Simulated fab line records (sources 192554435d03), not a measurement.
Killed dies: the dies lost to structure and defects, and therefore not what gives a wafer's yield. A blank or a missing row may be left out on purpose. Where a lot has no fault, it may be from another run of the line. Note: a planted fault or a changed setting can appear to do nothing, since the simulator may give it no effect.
A lot that was struck, set against a sound lot | flow n5 finfet | 36 out of 1938 route steps
Sound: these wafers, L382.4, L382.5, L382.6. Wafers struck: L375.2, L375.3, L375.5. Last of all comes the cause.
Each step with rows lists, per side, the tool, then ch with its chambers, then its first start. Under that, the readings that differ: sound wafers | struck wafers | difference of the means | sigmas: that difference in standard deviations of wafers without a fault.
alike: readings with means less than 2 such deviations apart, plus words and numbers identical on both sides. not compared: withheld readings, readings lacking a value on some wafer, bounds such as >300 that could conceal the same value, and numbers that have no deviation in the record and whose values overlap.
Wherever a step has rows on one side only, a row that says differs or no value, or a row with sigmas, the two part there. Numbers that have no deviation but don't overlap get no sigmas and don't part them. A reading missing from all wafers of one side parts the sides only when that side holds two or more wafers.

first, 9 steps without rows for these wafers: N5_BEOL_M4_ANNEAL_95 (time 240 s); N5_BEOL_M4_SPUTTER_96 (material Cu, target thk 4.5 nm, time 8.29 s); N5_BEOL_M4_ECD_50 (material Cu, target thk 300 nm); N5_BEOL_M4_ANNEAL_51 (time 90 s); N5_BEOL_M4_CMP_52 (polishes, stops on SiOC, t overpolish 6.8 s, target thk 40 nm); N5_BEOL_M4_PRE_CLEAN_60 (time 15 s); N5_BEOL_M4_CO_CAP_55 (material Co, precursor CCTBA/H2, target thk 2 nm, time 102.1 s); N5_BEOL_M4_PRE_CLEAN_56 (time 15 s); N5_BEOL_M4_DEP_57 (deposits SiCN from 3MS/NH3, target thk 8 nm, time 14 s).
N5_BEOL_M4_RC_MEAS_101:
  sound on prober-01 ch 0, day 14 22:59; struck on prober-01 ch 0, day 13 17:13
  alike: DIBL_N, DIBL_P, IOFF_N, IOFF_P, ION_N, ION_P, SS_N, SS_P, VT_N, VT_P
then, 24 steps without rows for these wafers: N5_BEOL_M5_ILD_DEP_00 (deposits SiCOH lowk from DEMS/porogen, target thk 140.64 nm, time 25.9 s); N5_BEOL_M5_CURE_79 (cures SiCOH lowk, time 240 s); N5_BEOL_M5_PECVD_70 (deposits SiO2 from TEOS/O2, target thk 16 nm, time 18 s); N5_BEOL_M5_HM_DEP_02 (deposits TiN, target thk 20 nm); N5_BEOL_M5_COAT_59 (time 60 s, resist thk 60 nm); N5_BEOL_M5_COAT_60 (time 60 s, resist thk 12 nm); N5_BEOL_M5_COAT_71 (time 60 s, resist thk 5 nm); N5_BEOL_M5_COAT_05 (resist thk 30 nm); N5_BEOL_M5_EBR_07; N5_BEOL_M5_SOFTBAKE_06 (time 60 s); N5_BEOL_M5_EXPOSE_08 (exposes mask M5, target cd 28 nm); N5_BEOL_M5_PEB_09 (peb time 60 s); N5_BEOL_M5_DEVELOP_10 (develop time 30 s); N5_BEOL_M5_DESCUM_16 (chemistry O2, time 7 s); N5_BEOL_M5_ETCH_72 (etches underlayer in N2/H2, target depth 6.5 nm, time 5.2 s); N5_BEOL_M5_ETCH_61 (etches SiARC in CF4, target depth 15.6 nm, time 26 s); N5_BEOL_M5_ETCH_62 (etches SOC in N2/H2, target depth 75 nm, overetch 15 nm, time 112.5 s); N5_BEOL_M5_STRIP_63 (strips in N2/H2); N5_BEOL_M5_STRIP_73 (strips in N2/H2); N5_BEOL_M5_STRIP_64 (strips in CF4); N5_BEOL_M5_HM_OPEN_17 (chemistry Cl2/BCl3, target TiN, target depth 20 nm, overetch 6 nm); N5_BEOL_M5_STRIP_19 (strips in O2); N5_BEOL_M5_COAT_65 (time 60 s, resist thk 60 nm); N5_BEOL_M5_COAT_66 (time 60 s, resist thk 12 nm).
-- a jump in the record: the struck wafers' starts before and after are 4 days apart (it breaks off in module BEOL_M5 and resumes in module MIM_TOP_ETCH, where the first step shown is number 1851 of the route) --
N5_MIM_TOP_ETCH_ETCH_00: etches TiN in Cl2/BCl3, target depth 38.5 nm.
  sound on rie metal-03 ch 0,1, day 19 07:39; struck on rie metal-02 ch 0,1, day 18 00:23
  no value came back on the struck wafers for any of 6 readings (bcl3 flow sccm (sccm), bias w (W) and others); on the sound wafers bcl3 flow sccm (sccm) reads 21.84 21.73 21.69
  not compared: model.coat_of_MIM_TOP_LITHO_COAT_02.thk nm
N5_PASSIVATION_PROBE_49:
  only the struck wafers here have rows in the record (prober-01, day 18 10:45); the sound ones have none

## WHERE THEY PART
At N5_MIM_TOP_ETCH_ETCH_00 first; at N5_PASSIVATION_PROBE_49 last (within this record only).

WHY: whatever the simulator had introduced
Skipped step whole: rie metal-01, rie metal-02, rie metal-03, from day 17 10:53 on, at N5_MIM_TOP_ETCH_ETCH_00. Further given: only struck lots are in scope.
